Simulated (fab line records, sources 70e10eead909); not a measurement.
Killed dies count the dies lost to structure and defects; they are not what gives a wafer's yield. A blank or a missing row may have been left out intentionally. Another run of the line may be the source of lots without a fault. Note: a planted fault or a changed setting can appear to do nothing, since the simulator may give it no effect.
Matching of chambers -- flow nand harc -- ald hk-04 running NHARC_A_CHANNEL_FILL_D1_ALD_14: 4 sister chambers
The step deposits SiO2, target thk 2.5 nm, pulse time 10 s, ald cycles 25. 8 wafers are shown with their chamber, then 12 later ones without.

## EACH WAFER AND ITS CHAMBER
wafer,chamber,heater power outer w (W),heater power w (W)
L086.2,1,251,408
L086.3,0,287,517
L087.4,1,253,410
L090.5,2,260,426
L090.6,3,235,447
L092.2,0,292,521
L092.3,3,238,454
L092.6,2,261,425

## WAFERS WHOSE CHAMBER IS MISSING
wafer,heater power outer w (W),heater power w (W)
L093.3,238,436
L093.4,285,527
L093.6,261,432
L094.1,234,449
L094.3,250,405
L094.4,252,434
L095.2,292,543
L095.4,259,431
L095.5,266,426
L097.2,293,528
L097.3,239,431
L097.5,251,397

## THE CHAMBER EACH PASSED THROUGH
wafer,from the rows above,in truth
L093.3,3,3
L093.4,0,0
L093.6,2,2
L094.1,3,3
L094.3,1,1
L094.4,2,2
L095.2,0,0
L095.4,2,2
L095.5,2,2
L097.2,0,0
L097.3,3,3
L097.5,1,1
Correct placement for 12 of the 12. From these rows, 0 cannot be placed. 0 placed wrongly.
How it was worked out, from the rows above alone: a wafer's distance from a chamber is the root of the sum, over the readings, of the square of ((its reading less the chamber's mean) divided by the reading's scatter). The wafer belongs to the nearest chamber; if the next one is less than 2 further off, it can't be placed. The mean given for a chamber averages the wafers shown for that chamber. The scatter is the square root of a quotient: the sum, over the shown wafers, of each reading's squared deviation from its chamber's mean, divided by wafers minus chambers.
